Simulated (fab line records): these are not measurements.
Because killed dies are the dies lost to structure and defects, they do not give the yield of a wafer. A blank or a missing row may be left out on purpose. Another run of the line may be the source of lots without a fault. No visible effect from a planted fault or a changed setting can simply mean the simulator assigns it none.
Code-filled problem report in 8D (eight disciplines) form	flow nand-harc	the parts of the form that need people (team, actions taken, sign-off) are left out

1. WHAT IS WRONG
Wafers without a fault read 1, standard deviation 1.3; killed-at-other at NHARC_END_SORT_01 reads a mean of 64 on 4 wafers belonging to 2 lots. Measured from the usual mean, that is +48 standard deviations.
First seen on wafer L444.1, day 31 01:58, on prober-02. At this step, 14 wafers from 6 lots have a number in the record. Rule for "out", or "out of limits": more than 4 standard deviations from the usual mean. The rest of the wafers with a number are treated as sound.

2. WHAT IT IS AND WHAT IT IS NOT
question	is	is not
which readings at this step	killed-at-other	killed-at-periphery, killed-open, killed-short
which lots	L444, L445	L430, L436, L439, L441
which wafers of those lots	L444.1, L444.6, L445.2, L445.4	L444.4, L445.1
read on which gauges	prober-01, prober-02	-
when	from day 31 01:58	up to then (8 sound wafers); but 2 sound wafers of L444, L445 came after

3. THE SUSPECTS, EACH WITH WHAT RULES IT OUT
Counting: if a tool at a process step up to the reading ran every lot that is out, it stays a suspect. Sound lots after the first of them don't rule it out here, since some wafers of a struck lot are sound.
- the gauge at NHARC_END_SORT_01 is ruled out. The wafers that are out were read on 2 gauges (prober-01, prober-02).
- rtp-anneal-02 at NHARC_A_BONDPAD_ANNEAL_28 (time 90 s): kept. It ran every lot that is out, first L444 (day 29 19:13); its last sound lot up to then is L439 (day 27 01:32).
- pecvd-02 at NHARC_THIN_TSV_DEP_43 (deposits SiO2, target thk 1328.5 nm): kept. It ran every lot that is out, first L444 (day 30 09:27); its last sound lot up to then is L441 (day 28 13:49).
- In pecvd-02 at NHARC_THIN_TSV_DEP_43, the wafers that are out were processed in chamber 2 and their sound lot-mates in chambers 0, 1.
After counting, rtp-anneal-02 at NHARC_A_BONDPAD_ANNEAL_28 and pecvd-02 at NHARC_THIN_TSV_DEP_43 remain.

4. THE CAUSE (what the simulator had put in)
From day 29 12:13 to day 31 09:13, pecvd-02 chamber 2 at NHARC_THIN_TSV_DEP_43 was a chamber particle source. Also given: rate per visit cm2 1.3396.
Counting leaves 2 suspects; this tool is one of them.

5. THE EFFECT CHAIN, in route order
One row per reading whose mean, taken over the struck wafers that have a number, lies over 3 standard deviations from the usual. Readings are gone through only where the record gives a usual standard deviation; hours: the median, over the lots, of the time from a lot's start at the first step in this table giving one to that lot's start at this step; sigmas: the change measured in usual standard deviations.
hours	step	reading	usual	on struck wafers	change	sigmas
0	NHARC_END_SORT_01	defect-limited-yield	91 %	81	-10	-3.4
0	NHARC_END_SORT_01	killed-at-other	1	64	+62	+48
0	NHARC_END_SORT_01	killed-dies	60	132	+72	+3.6

6. HOW IT WOULD HAVE BEEN CAUGHT EARLIER
Counted from the fault's start at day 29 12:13, it took 38 hours until the first out-of-limits reading at a measuring or inspecting step in this record, taken at day 31 01:58.
Of the tool readings at NHARC_THIN_TSV_DEP_43 for which the record gives a usual standard deviation, none was out on any struck wafer, so an alarm limit of 4 standard deviations on them would not have fired.
All the lots that are out (2) had begun NHARC_THIN_TSV_DEP_43 on pecvd-02 by day 31 01:58. None of them would have been spared by holding the tool at that moment.
